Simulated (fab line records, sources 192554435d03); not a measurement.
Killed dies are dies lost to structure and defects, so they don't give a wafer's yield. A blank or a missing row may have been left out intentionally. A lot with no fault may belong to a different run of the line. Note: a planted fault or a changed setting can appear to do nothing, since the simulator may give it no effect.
Split-lot study	flow n5-finfet	21 wafers read across 7 lots, on a route 1938 steps long

== ON THE SPLIT ==
At N5_DUMMY_GATE_EXPOSE_12 (exposes mask GATE, target cd 25 nm), the setting dose-mj was moved away from the recipe's 34 on 6 of the 21 wafers read, by -4.7% to +5.7%. This setting was run at the recipe's value on the other wafers.

== FROM THE SPLIT TO THE READING: what the file shows between them, 2 steps ==
- N5_DUMMY_GATE_PEB_13: peb time 60 s
- N5_DUMMY_GATE_DEVELOP_14: develop time 30 s

== THE READING ==
Shown in nm: cd-nm at N5_DUMMY_GATE_CD_MEAS_15, with target cd 25.8 nm. Typical for fault-free wafers on this fab line: 24.94 nm, with standard deviation 0.22 nm.

wafer	tool, chamber at the split	dose-mj as run	against the recipe	cd-nm, nm	against lot-mates on the recipe
L077.1	euv-scanner-02, 0	33.18	-2.4%	25.79	no lot-mate on the recipe
L077.3	euv-scanner-02, 0	33.18	-2.4%	25.42	no lot-mate on the recipe
L077.6	euv-scanner-02, 0	33.18	-2.4%	25.56	no lot-mate on the recipe
L078.1	euv-scanner-02, 0	34	recipe	25.17	-
L078.3	euv-scanner-02, 0	34	recipe	25.27	-
L078.5	euv-scanner-02, 0	34	recipe	25.13	-
L079.1	euv-scanner-02, 0	34	recipe	24.85	-
L079.4	euv-scanner-02, 0	34	recipe	25.09	-
L079.5	euv-scanner-02, 0	34	recipe	25.15	-
L088.1	euv-scanner-02, 0	32.4	-4.7%	25.92	+1.16
L088.2	euv-scanner-02, 0	34	recipe	24.73	-
L088.5	euv-scanner-02, 0	34	recipe	24.80	-
L089.3	euv-scanner-02, 0	35.67	+4.9%	24.11	-0.65
L089.4	euv-scanner-02, 0	34	recipe	24.97	-
L089.5	euv-scanner-02, 0	34	recipe	24.55	-
L090.1	euv-scanner-01, 0	34	recipe	25.03	-
L090.5	euv-scanner-01, 0	34	recipe	24.72	-
L090.6	euv-scanner-01, 0	34	recipe	24.91	-
L097.3	euv-scanner-02, 0	35.94	+5.7%	23.77	-1.32
L097.4	euv-scanner-02, 0	34	recipe	25.14	-
L097.5	euv-scanner-02, 0	34	recipe	25.04	-

FIT RESULTS
A straight line over all 21 wafers: cd-nm changes by -0.208 nm for each +1% of dose-mj; r = -0.92; the points scatter about the line by 0.19 nm.
The same after taking each lot's own level away (the mean of its wafers on the recipe; 18 wafers): -0.207 nm for each +1%; r = -0.95; scatter 0.15 nm.
According to that fit, moving dose-mj by its largest amount changes the reading by 1.2 nm.
The span of the lots' own levels, 24.760 to 25.190 nm, comes to 2.0 times the standard deviation stated above.
The two slopes agree, so the slope changes little with the lot-to-lot level.
Check: -1.03 nm against its lot-mates is what the line predicts for one of the wafers moved furthest among these (+5.7%) when that wafer is left out of the fit. It came out at -1.32 nm against them.

== THESE WAFERS: OTHER SPLITS ==
These wafers also went through other splits before the reading. Each is held against what the fit with the lots' levels taken away leaves over:
other split on the same wafers	wafers away from the commonest value	r with cd-nm (lot level and that fit taken away)
N5_ZERO_LAYER_COAT_05 spin-rpm	9	+0.08
N5_ZERO_LAYER_DEVELOP_10 develop-time-s	6	+0.26
N5_WELL_APT_PEB_23 peb-temp-c	9	+0.17
N5_FIN_SAQP_ETCH_65 time-s	6	-0.08
N5_FIN_SAQP_ETCH_69 target-depth-a	8	+0.15
N5_FIN_SAQP_FIN_ETCH_36 icp-w	6	+0.37
N5_DUMMY_GATE_COAT_28 spin-rpm	8	+0.13

== THE FILE'S OWN FIT ==
cd-nm changes by -0.205 nm for each +1% of dose-mj, r = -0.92.
